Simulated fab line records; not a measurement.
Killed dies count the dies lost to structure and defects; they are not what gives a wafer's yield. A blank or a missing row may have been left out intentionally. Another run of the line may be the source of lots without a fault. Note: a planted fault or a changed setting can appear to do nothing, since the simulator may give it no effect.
Chamber matching + flow nandHarc + cmp-03 running NHARC_A_STAIRCASE_CMP_450: 4 sister chambers
The step polishes SiO2, target thk 200 nm. 7 wafers are shown with their chamber, then 8 later ones without.

== WAFERS PAIRED WITH THEIR CHAMBERS ==
| wafer  | chamber | motorCurrentA (A) | retainingRingPressureFrac |
|--------|---------|-------------------|---------------------------|
| L074.4 | 3       | 9.4               | 1.007                     |
| L081.3 | 2       | 13.1              | 1.003                     |
| L085.4 | 2       | 12.9              | 0.993                     |
| L089.3 | 0       | 11.2              | 0.996                     |
| L089.5 | 1       | 12.3              | 0.997                     |
| L089.6 | 0       | 10.5              | 0.994                     |
| L091.1 | 1       | 13.1              | 0.998                     |

== WAFERS WITHOUT THEIR CHAMBER ==
| wafer  | motorCurrentA (A) | retainingRingPressureFrac |
|--------|-------------------|---------------------------|
| L091.3 | 9.5               | 1.002                     |
| L091.5 | 13.0              | 0.997                     |
| L097.2 | 12.5              | 0.999                     |
| L097.3 | 12.9              | 0.995                     |
| L097.4 | 9.2               | 0.999                     |
| L095.1 | 12.3              | 1.002                     |
| L095.3 | 9.3               | 1.002                     |
| L095.5 | 12.7              | 1.002                     |

== CHAMBER TAKEN BY EACH ==
| wafer  | from the rows above     | in truth |
|--------|-------------------------|----------|
| L091.3 | 3                       | 3        |
| L091.5 | can't be placed: 2 or 1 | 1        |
| L097.2 | can't be placed: 1 or 2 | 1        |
| L097.3 | can't be placed: 1 or 2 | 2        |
| L097.4 | can't be placed: 3 or 0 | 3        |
| L095.1 | can't be placed: 1 or 2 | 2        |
| L095.3 | 3                       | 3        |
| L095.5 | can't be placed: 1 or 2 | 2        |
2 of 8 placed correctly. Cannot be placed on the basis of these rows: 6; the candidates contain the true chamber in 6. Placed wrongly: 0.
How it was worked out, from the rows above alone: a wafer's distance from a chamber is the root of the sum, over the readings, of the square of ((its reading less the chamber's mean) divided by the reading's scatter). If the next closest chamber is less than 2 further off than the closest, the wafer can't be placed; otherwise it belongs to the closest. A chamber's mean is the mean of its shown wafers. The scatter is the square root of a quotient: the sum, over the shown wafers, of each reading's squared deviation from its chamber's mean, divided by wafers minus chambers.
